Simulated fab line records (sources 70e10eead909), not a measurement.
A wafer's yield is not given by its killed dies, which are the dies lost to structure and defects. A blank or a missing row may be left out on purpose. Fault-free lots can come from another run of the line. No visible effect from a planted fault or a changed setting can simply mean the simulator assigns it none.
The tool behind it: which one?    flow nandHarc    24 lots with 72 wafers sampled at 5 steps, on a route of 1302 steps

## WHAT THE GAUGES SHOWED, per wafer
NHARC_P_STI_OVL_MEAS_10.
lot   measured      on          overlayXNm (nm)  overlayYNm (nm)
L074  day 2 21:26   overlay-02  -9 -9 -9         4 5 5
L075  day 3 08:17   overlay-01  -8 -8 -7         -3 -2 -2
L076  day 3 16:52   overlay-01  6 6 7            12 11 12
L077  day 4 00:56   overlay-02  -4 -4 -4         -6 -7 -7
L078  day 4 14:50   overlay-01  -4 -4 -3         7 8 8
L079  day 4 21:25   overlay-02  4 4 4            -2 -3 -3
L080  day 5 16:02   overlay-01  -18 -19 -18      -2 -2 -2
L081  day 5 21:01   overlay-01  3 3 3            2 2 2
L082  day 6 03:47   overlay-02  4 3 4            -1 -1 0
L083  day 6 15:28   overlay-01  -1 -1 -1         0 0 0
L084  day 6 22:30   overlay-01  0 0 0            6 6 6
L085  day 7 09:38   overlay-01  -6 -5 -5         -7 -7 -7
L086  day 7 20:11   overlay-02  -8 -10 -9        10 10 10
L087  day 8 06:04   overlay-02  2 2 2            -3 -2 -2
L088  day 8 16:15   overlay-01  1 2 1            -13 -12 -13
L089  day 9 02:23   overlay-02  -4 -4 -4         -3 -3 -3
L090  day 9 09:55   overlay-02  9 8 9            -1 0 -1
L091  day 9 20:35   overlay-01  1 1 1            6 5 5
L092  day 10 06:21  overlay-02  -8 -7 -7         -7 -8 -7
L093  day 10 20:10  overlay-01  3 3 3            -4 -5 -4
L094  day 11 08:03  overlay-01  3 2 2            -6 -6 -6
L095  day 11 13:04  overlay-01  -6 -6 -6         -2 -2 -2
L097  day 12 05:12  overlay-02  -3 -3 -2         5 5 5
L096  day 12 05:15  overlay-01  4 4 4            2 2 2

NHARC_P_M1_THK_MEAS_24: measures by xrf.
lot   measured      on            thkNm (nm)
L074  day 6 09:02   filmMetro-01  158.8 157.5 159.9
L075  day 6 16:19   filmMetro-02  162.2 156.9 158.4
L076  day 7 08:02   filmMetro-01  157.4 157.2 156.0
L077  day 7 10:13   filmMetro-02  156.6 158.0 155.1
L078  day 8 04:02   filmMetro-01  159.9 157.7 159.6
L079  day 8 12:09   filmMetro-01  159.6 162.1 159.3
L080  day 9 07:49   filmMetro-01  157.9 158.6 158.7
L081  day 9 04:17   filmMetro-02  155.7 158.2 155.9
L082  day 9 13:31   filmMetro-02  159.0 155.0 158.6
L083  day 10 04:34  filmMetro-01  155.6 155.7 156.9
L084  day 10 08:55  filmMetro-01  159.4 155.0 156.6
L085  day 10 20:50  filmMetro-01  157.2 158.7 156.7
L086  day 11 06:01  filmMetro-01  159.2 159.1 158.8
L087  day 12 08:17  filmMetro-01  158.6 157.1 158.4
L088  day 12 08:04  filmMetro-01  156.0 156.8 157.2
L089  day 12 15:43  filmMetro-01  158.6 159.3 156.2
L090  day 13 02:51  filmMetro-02  158.3 157.3 156.2
L091  day 13 17:58  filmMetro-01  157.7 157.3 156.1
L092  day 13 18:27  filmMetro-02  155.4 158.7 157.2
L093  day 14 06:10  filmMetro-01  154.5 157.1 156.2
L094  day 14 18:05  filmMetro-02  158.8 156.9 158.1
L095  day 14 23:14  filmMetro-01  159.0 156.2 156.0
L097  day 16 01:10  filmMetro-02  155.3 156.7 158.4
L096  day 15 18:31  filmMetro-02  156.5 158.4 156.5

## WHAT TOOL EACH LOT RAN ON (gives the tool, then ch and the chambers of the sampled wafers, and finally the start)
lot   NHARC_P_CONTACT_ETCH_36                       NHARC_P_CONTACT_ETCH_31                       NHARC_P_M0_ANNEAL_30
L074  rieDiel-01 ch 1,2,3, day 6 04:11 or earlier   rieDiel-01 ch 0,2,3, day 6 04:11 or earlier   rtpAnneal-02 ch 0, day 6 04:11
L075  rieDiel-01 ch 0,1,2, day 6 11:32 or earlier   rieDiel-01 ch 1,2, day 6 11:32 or earlier     rtpAnneal-02 ch 0, day 6 11:32
L076  rieDiel-05 ch 0,2, day 7 03:16 or earlier     rieDiel-05 ch 0,1, day 7 03:16 or earlier     rtpAnneal-01 ch 0, day 7 03:16
L077  rieDiel-04 ch 0,3, day 6 23:31                rieDiel-04 ch 0,3, day 7 05:22 or earlier     rtpAnneal-01 ch 0, day 7 05:22
L078  rieDiel-05 ch 0,2, day 7 23:22 or earlier     rieDiel-05 ch 0,1,3, day 7 23:22 or earlier   rtpAnneal-01 ch 0, day 7 23:22
L079  rieDiel-01 ch 1,3, day 8 07:19 or earlier     rieDiel-01 ch 0,3, day 8 07:19 or earlier     rtpAnneal-02 ch 0, day 8 07:19
L080  rieDiel-04 ch 0,2, day 9 02:45 or earlier     rieDiel-04 ch 0,1,3, day 9 02:45 or earlier   rtpAnneal-01 ch 0, day 9 02:45
L081  rieDiel-05 ch 2,3, day 8 23:12 or earlier     rieDiel-05 ch 1,2,3, day 8 23:12 or earlier   rtpAnneal-01 ch 0, day 8 23:12
L082  rieDiel-04 ch 2,3, day 9 08:41 or earlier     rieDiel-04 ch 0,1,2, day 9 08:41 or earlier   rtpAnneal-01 ch 0, day 9 08:41
L083  rieDiel-05 ch 0,2,3, day 9 23:46 or earlier   rieDiel-05 ch 0,1,3, day 9 23:46 or earlier   rtpAnneal-01 ch 0, day 9 23:46
L084  rieDiel-01 ch 0,2,3, day 10 04:07 or earlier  rieDiel-01 ch 0,1, day 10 04:07 or earlier    rtpAnneal-01 ch 0, day 10 04:07
L085  rieDiel-04 ch 0,1,2, day 10 16:04 or earlier  rieDiel-04 ch 0,1, day 10 16:04 or earlier    rtpAnneal-01 ch 0, day 10 16:04
L086  rieDiel-01 ch 1,2, day 11 01:18 or earlier    rieDiel-01 ch 0,1, day 11 01:18 or earlier    rtpAnneal-02 ch 0, day 11 01:18
L087  rieDiel-04 ch 1,2,3, day 12 03:25 or earlier  rieDiel-04 ch 0,2,3, day 12 03:25 or earlier  rtpAnneal-02 ch 0, day 12 03:25
L088  rieDiel-01 ch 1,2,3, day 12 02:52 or earlier  rieDiel-01 ch 0,1,2, day 12 02:52 or earlier  rtpAnneal-02 ch 0, day 12 02:52
L089  rieDiel-01 ch 1,3, day 12 10:53 or earlier    rieDiel-01 ch 1,2, day 12 10:53 or earlier    rtpAnneal-02 ch 0, day 12 10:53
L090  rieDiel-01 ch 1,2,3, day 12 22:05 or earlier  rieDiel-01 ch 0,1,3, day 12 22:05 or earlier  rtpAnneal-02 ch 0, day 12 22:05
L091  rieDiel-04 ch 1,3, day 13 13:13 or earlier    rieDiel-04 ch 0,1, day 13 13:13 or earlier    rtpAnneal-01 ch 0, day 13 13:13
L092  rieDiel-01 ch 1,2, day 13 13:34 or earlier    rieDiel-01 ch 0,2,3, day 13 13:34 or earlier  rtpAnneal-02 ch 0, day 13 13:34
L093  rieDiel-05 ch 0,1,3, day 14 01:30 or earlier  rieDiel-05 ch 1,2,3, day 14 01:30 or earlier  rtpAnneal-02 ch 0, day 14 01:30
L094  rieDiel-04 ch 0,3, day 14 13:02 or earlier    rieDiel-04 ch 0,2, day 14 13:02 or earlier    rtpAnneal-02 ch 0, day 14 13:02
L095  rieDiel-01 ch 0,1,3, day 14 18:32 or earlier  rieDiel-01 ch 1,2, day 14 18:32 or earlier    rtpAnneal-02 ch 0, day 14 18:32
L097  rieDiel-05 ch 0,1,2, day 15 20:11 or earlier  rieDiel-05 ch 0,2, day 15 20:11 or earlier    rtpAnneal-02 ch 0, day 15 20:11
L096  rieDiel-05 ch 0,1,2, day 15 13:47 or earlier  rieDiel-05 ch 0,2,3, day 15 13:47 or earlier  rtpAnneal-01 ch 0, day 15 13:47
- NHARC_P_CONTACT_ETCH_36: etches the open film in N2/H2, target depth 260 nm, time 406.25 s.
- NHARC_P_CONTACT_ETCH_31: etches the open film in CH3F/O2, target depth 30 nm, time 85.7 s.
- NHARC_P_M0_ANNEAL_30: time 90 s.

## WHAT THE TOOLS THEMSELVES READ (means of the sampled wafers that have a number; where no wafer has one, the mark that the record gives instead)
NHARC_P_CONTACT_ETCH_36.
lot   tool        drypumpMotorCurrentA (A)  mfcArSccm (sccm)  n2FlowSccm (sccm)  oesProductAu (a.u.)  rfVppV (V)  showerheadPlenumPTorr (Torr)  throttleValvePct (%)
L074  rieDiel-01  5.70                      0.007             150.0              0.995                431.8       2.09                          14.176
L075  rieDiel-01  5.90                      0.007             149.4              0.995                431.9       2.11                          14.165
L076  rieDiel-05  6.28                      0.006             150.4              1.007                429.0       1.98                          14.171
L077  rieDiel-04  5.85                      0.018             149.9              0.993                430.4       2.05                          14.180
L078  rieDiel-05  6.30                      0.012             149.8              0.997                429.7       1.99                          14.178
L079  rieDiel-01  5.51                      0.000             149.8              0.986                432.2       2.09                          14.171
L080  rieDiel-04  6.05                      0.024             150.0              1.012                430.2       2.07                          14.168
L081  rieDiel-05  6.06                      0.012             150.4              1.006                430.1       2.03                          14.170
L082  rieDiel-04  5.90                      0.029             149.7              1.013                431.8       2.10                          14.170
L083  rieDiel-05  6.03                      0.006             150.2              0.995                430.7       2.02                          14.175
L084  rieDiel-01  5.85                      0.007             150.3              0.997                432.5       2.10                          14.176
L085  rieDiel-04  5.98                      0.018             149.7              1.007                430.4       2.04                          14.166
L086  rieDiel-01  5.92                      0.014             149.2              0.987                431.8       2.09                          14.171
L087  rieDiel-04  5.87                      0.018             149.7              1.005                430.7       2.05                          14.183
L088  rieDiel-01  5.69                      0.007             150.0              0.998                431.1       2.09                          14.170
L089  rieDiel-01  5.55                      0.000             150.3              0.989                431.7       2.09                          14.177
L090  rieDiel-01  5.70                      0.007             150.3              1.003                431.7       2.09                          14.186
L091  rieDiel-04  5.86                      0.006             149.7              1.008                428.8       2.00                          14.169
L092  rieDiel-01  5.92                      0.014             149.6              1.000                430.5       2.09                          14.170
L093  rieDiel-05  5.93                      0.000             149.5              0.998                431.1       2.06                          14.183
L094  rieDiel-04  5.95                      0.018             149.7              1.006                431.2       2.05                          14.178
L095  rieDiel-01  5.70                      0.000             150.1              1.001                432.5       2.11                          14.170
L097  rieDiel-05  6.18                      0.006             150.0              0.995                429.9       2.02                          14.171
L096  rieDiel-05  6.17                      0.006             149.6              1.001                429.8       2.02                          14.179

NHARC_P_CONTACT_ETCH_31.
lot   tool        ch3fFlowSccm (sccm)  drypumpMotorCurrentA (A)  mfcArSccm (sccm)  oesProductAu (a.u.)  rfVppV (V)  showerheadPlenumPTorr (Torr)  throttleValvePct (%)
L074  rieDiel-01  50.03                5.86                      200.2             0.975                245.7       2.53                          20.663
L075  rieDiel-01  50.06                5.76                      200.2             0.992                244.8       2.52                          20.663
L076  rieDiel-05  49.98                6.06                      200.1             0.969                244.3       2.48                          20.668
L077  rieDiel-04  50.10                5.98                      199.4             0.992                244.7       2.47                          20.655
L078  rieDiel-05  50.31                5.93                      200.0             0.974                245.2       2.48                          20.660
L079  rieDiel-01  49.95                5.63                      199.7             0.968                245.4       2.53                          20.667
L080  rieDiel-04  50.14                5.91                      200.5             0.992                244.3       2.44                          20.664
L081  rieDiel-05  49.92                5.96                      199.1             0.965                245.1       2.48                          20.659
L082  rieDiel-04  50.04                6.01                      200.7             0.990                243.9       2.46                          20.669
L083  rieDiel-05  50.07                5.95                      200.0             0.957                244.4       2.48                          20.656
L084  rieDiel-01  49.95                5.74                      199.8             0.977                245.8       2.54                          20.660
L085  rieDiel-04  50.09                6.02                      200.1             0.976                243.6       2.41                          20.657
L086  rieDiel-01  49.93                5.73                      199.7             0.978                244.9       2.54                          20.660
L087  rieDiel-04  50.01                5.94                      200.5             0.964                244.9       2.50                          20.672
L088  rieDiel-01  49.94                5.90                      200.1             0.935                245.5       2.54                          20.665
L089  rieDiel-01  49.92                5.77                      200.3             0.966                244.9       2.52                          20.663
L090  rieDiel-01  50.03                5.69                      200.1             0.974                244.4       2.53                          20.659
L091  rieDiel-04  50.03                5.99                      199.8             0.988                244.3       2.41                          20.666
L092  rieDiel-01  50.13                5.85                      200.4             0.987                245.8       2.53                          20.664
L093  rieDiel-05  50.12                5.95                      199.8             0.987                244.0       2.48                          20.660
L094  rieDiel-04  49.88                6.04                      199.7             0.993                244.4       2.52                          20.661
L095  rieDiel-01  50.04                5.76                      200.1             0.977                245.4       2.52                          20.664
L097  rieDiel-05  49.98                6.30                      199.9             0.967                242.7       2.40                          20.661
L096  rieDiel-05  50.05                6.04                      200.1             0.968                244.2       2.44                          20.668

NHARC_P_M0_ANNEAL_30.
lot   tool          wafer_temp_C_max
L074  rtpAnneal-02  226.5
L075  rtpAnneal-02  226.4
L076  rtpAnneal-01  226.0
L077  rtpAnneal-01  225.6
L078  rtpAnneal-01  225.7
L079  rtpAnneal-02  226.2
L080  rtpAnneal-01  225.8
L081  rtpAnneal-01  225.3
L082  rtpAnneal-01  225.8
L083  rtpAnneal-01  225.5
L084  rtpAnneal-01  225.6
L085  rtpAnneal-01  225.5
L086  rtpAnneal-02  226.3
L087  rtpAnneal-02  226.7
L088  rtpAnneal-02  226.4
L089  rtpAnneal-02  226.6
L090  rtpAnneal-02  226.6
L091  rtpAnneal-01  225.9
L092  rtpAnneal-02  226.2
L093  rtpAnneal-02  226.5
L094  rtpAnneal-02  226.5
L095  rtpAnneal-02  226.4
L097  rtpAnneal-02  226.2
L096  rtpAnneal-01  225.8

## THE ANSWER, worked out from the rows above alone
Rule: what is usual is taken from the lots themselves. Put in order of their means at a reading, lots are off if they are a third of the lots or fewer, leave a main group of 4 or more, and stand apart from it by a gap of 3 or more times the standard deviation of the main group's means; of several such gaps the widest counts. A main group whose means are all the same, to the digits that the tables above print for the reading, isn't used. A lot without any number at a reading at which 4 lots or more have one is off too. The other lots that the step has rows for count as sound. The gauges are gone through in route order, then the tools' own readings, and for those a lot's mean is taken as printed above. The first step at which some lot is off is used, and at that step the reading that is off furthest; a lot without a number counts as furthest.
None of the lots is off at any reading shown; this tells nothing.

## WHAT WAS PUT IN BY THE SIMULATOR
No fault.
